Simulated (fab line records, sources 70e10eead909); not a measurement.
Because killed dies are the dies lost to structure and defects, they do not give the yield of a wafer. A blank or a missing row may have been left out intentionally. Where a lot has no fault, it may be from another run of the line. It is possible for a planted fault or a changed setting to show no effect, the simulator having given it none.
Which tool did it? | flow nand-harc | Sampling: 12 lots, 36 wafers, 4 of 1302 route steps

WHAT EACH GAUGE READ, for each wafer
NHARC_A_SLIT_INSPECT_11.
lot  | measured     | on                | raw-defect-count
L076 | day 20 05:07 | defect-inspect-02 | 110 96 113
L077 | day 20 08:41 | defect-inspect-02 | 12 26 18
L079 | day 21 08:35 | defect-inspect-01 | 45 26 32
L082 | day 22 15:40 | defect-inspect-01 | 67 74 54
L083 | day 23 04:55 | defect-inspect-02 | 29 23 41
L084 | day 23 23:14 | defect-inspect-01 | 73 67 68
L089 | day 25 12:23 | defect-inspect-01 | 47 63 65
L087 | day 25 12:36 | defect-inspect-02 | 48 63 50
L091 | day 26 00:02 | defect-inspect-02 | 104 85 92
L093 | day 27 10:41 | defect-inspect-01 | 76 60 62
L094 | day 27 22:42 | defect-inspect-02 | 27 27 31
L097 | day 29 06:23 | defect-inspect-01 | 70 68 58

EACH LOT AND THE TOOL THAT RAN IT (in order: tool; ch and the chambers of the sampled wafers; start)
lot  | NHARC_A_STAIRCASE_DEP_322       | NHARC_A_SGD_CUT_DEP_00          | NHARC_A_SGD_CUT_STRIP_17
L076 | pecvd-01 ch 0,1,2, day 18 10:39 | pecvd-02 ch 0,2, day 19 13:57   | rie-diel-03 ch 0,2,3, day 20 05:07 or earlier
L077 | pecvd-03 ch 1,2, day 18 17:56   | pecvd-03 ch 0,2, day 19 19:56   | rie-diel-02 ch 0,1,3, day 20 08:41 or earlier
L079 | pecvd-01 ch 0,1, day 19 20:56   | pecvd-04 ch 0,2, day 20 17:11   | rie-diel-11 ch 0,3, day 21 08:35 or earlier
L082 | pecvd-04 ch 1,2, day 20 23:52   | pecvd-02 ch 0,1,2, day 22 00:56 | rie-diel-11 ch 0,1,2, day 22 15:40 or earlier
L083 | pecvd-03 ch 0,1,2, day 21 14:45 | pecvd-02 ch 0,1, day 22 15:31   | rie-diel-02 ch 0,1,3, day 23 04:55 or earlier
L084 | pecvd-01 ch 1,2, day 22 12:08   | pecvd-03 ch 1,2, day 23 12:25   | rie-diel-02 ch 1,3, day 23 23:14 or earlier
L089 | pecvd-01 ch 0,1, day 24 00:22   | pecvd-03 ch 0,2, day 24 23:01   | rie-diel-11 ch 0,2,3, day 25 12:23 or earlier
L087 | pecvd-04 ch 0,1,2, day 24 00:55 | pecvd-02 ch 0,2, day 25 00:08   | rie-diel-11 ch 2,3, day 25 12:36 or earlier
L091 | pecvd-04 ch 0,1, day 24 12:18   | pecvd-04 ch 0,1,2, day 25 11:52 | rie-diel-11 ch 0,2,3, day 26 00:02 or earlier
L093 | pecvd-04 ch 0,2, day 25 22:22   | pecvd-03 ch 0,1,2, day 26 22:16 | rie-diel-11 ch 0,1,3, day 27 10:41 or earlier
L094 | pecvd-04 ch 0,1, day 26 07:55   | pecvd-02 ch 0,1,2, day 27 10:26 | rie-diel-02 ch 0,1,2, day 27 22:42 or earlier
L097 | pecvd-01 ch 0,1, day 27 14:14   | pecvd-04 ch 0,2, day 28 17:26   | rie-diel-11 ch 1,2,3, day 29 06:23 or earlier
- NHARC_A_STAIRCASE_DEP_322: deposits SiO2, target thk 7200 nm.
- NHARC_A_SGD_CUT_DEP_00: deposits SiNx, target thk 50 nm.
- NHARC_A_SGD_CUT_STRIP_17: strips in O2.

THE ANSWER, worked out from the rows above alone
Rule: the usual values come from the lots themselves. Put in order of their means at a reading, lots are off if they are a third of the lots or fewer, leave a main group of 4 or more, and stand apart from it by a gap of 3 or more times the standard deviation of the main group's means; of several such gaps the widest counts. A main group whose means are all the same, to the digits that the tables above print for the reading, isn't used. A lot without any number at a reading at which 4 lots or more have one is off too. All remaining lots with rows at the step are treated as sound.
Nothing can be told from this: no lot is off at any reading shown.

WHAT WAS PUT IN BY THE SIMULATOR
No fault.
